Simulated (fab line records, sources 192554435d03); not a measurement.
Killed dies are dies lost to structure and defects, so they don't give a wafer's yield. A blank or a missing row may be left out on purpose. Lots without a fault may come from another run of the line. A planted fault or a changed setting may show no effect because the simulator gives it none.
Problem report in the 8D (eight disciplines) form, filled by code | flow n5_finfet | the parts of the form that need people (team, actions taken, sign-off) are left out

1. THE PROBLEM
run_length_s at N5_MOL_CONTACT_COAG_CVD_140 reads a mean of 370.9 s on 4 wafers of 3 lots; wafers without a fault read 285.5 s with a standard deviation of 0.78. That is +99 or more standard deviations from the usual mean.
The step: deposits W, target thk 66.5 nm, time 215 s.
First seen on wafer L931.4, day 6 11:13, on cvd_w-02. The record holds 28 wafers of 10 lots with a number at this step. Rule for "out", or "out of limits": more than 4 standard deviations from the usual mean. The other wafers with a number count as sound.

2. WHAT IT IS AND WHAT IT IS NOT
question                    | is                             | is not
which readings at this step | run_length_s                   | heater_power_w
which lots                  | L931, L932, L933               | L929, L930, L944, L945, L946, L947, L949
which wafers of those lots  | L931.4, L932.4, L932.5, L933.5 | L931.1, L931.6, L933.6
read on which tools         | cvd_w-02                       | cvd_w-01
when                        | from day 6 11:13               | up to then (8 sound wafers); but 16 sound wafers of L933, L944, L945, L946, L947, L949 came after

3. SUSPECTS, AND WHAT RULES EACH OUT
Counting: a tool at a process step up to the reading stays a suspect if it ran every lot that is out. Sound lots after the first of them don't rule it out here, since some wafers of a struck lot are sound.
- cvd_w-02 at N5_MOL_CONTACT_COAG_CVD_140 (deposits W, target thk 66.5 nm, time 215 s): kept. It ran every lot that is out, first L931 (day 6 11:13); its last sound lot up to then is L930 (day 6 03:30). Its own readings are out on those wafers: run_length_s.
Left after counting: cvd_w-02 at N5_MOL_CONTACT_COAG_CVD_140.

4. THE CAUSE (what the simulator had put in)
Process parameter drift: cvd_w-02, from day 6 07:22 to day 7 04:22, at N5_MOL_CONTACT_COAG_CVD_140. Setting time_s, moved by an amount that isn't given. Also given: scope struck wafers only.
Counting left only this tool.

5. THE CHAIN OF EFFECTS, in route order
Each row: a reading whose mean over the struck wafers that have a number lies more than 3 standard deviations from the usual. Only readings for which the record gives a usual standard deviation are gone through. hours: the time from each lot's start at the first step in this table that gives one to its start at this step, as a median over the lots. sigmas: the change in usual standard deviations.
hours | step                        | reading      | usual   | on struck wafers | change | sigmas
0     | N5_MOL_CONTACT_COAG_CVD_140 | run_length_s | 285.5 s | 370.9            | +85.4  | +99 or more
The process steps in it:
- N5_MOL_CONTACT_COAG_CVD_140: deposits W, target thk 66.5 nm, time 215 s.
Later measuring or inspecting steps at which every struck wafer that the step has a row for has a number for every such reading, and none has moved that far: N5_BEOL_M4_RC_MEAS_101.

6. WHAT WOULD HAVE CAUGHT IT SOONER
In this record the first reading out of limits was taken at day 6 11:13, 4 hours after the fault began at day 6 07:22.
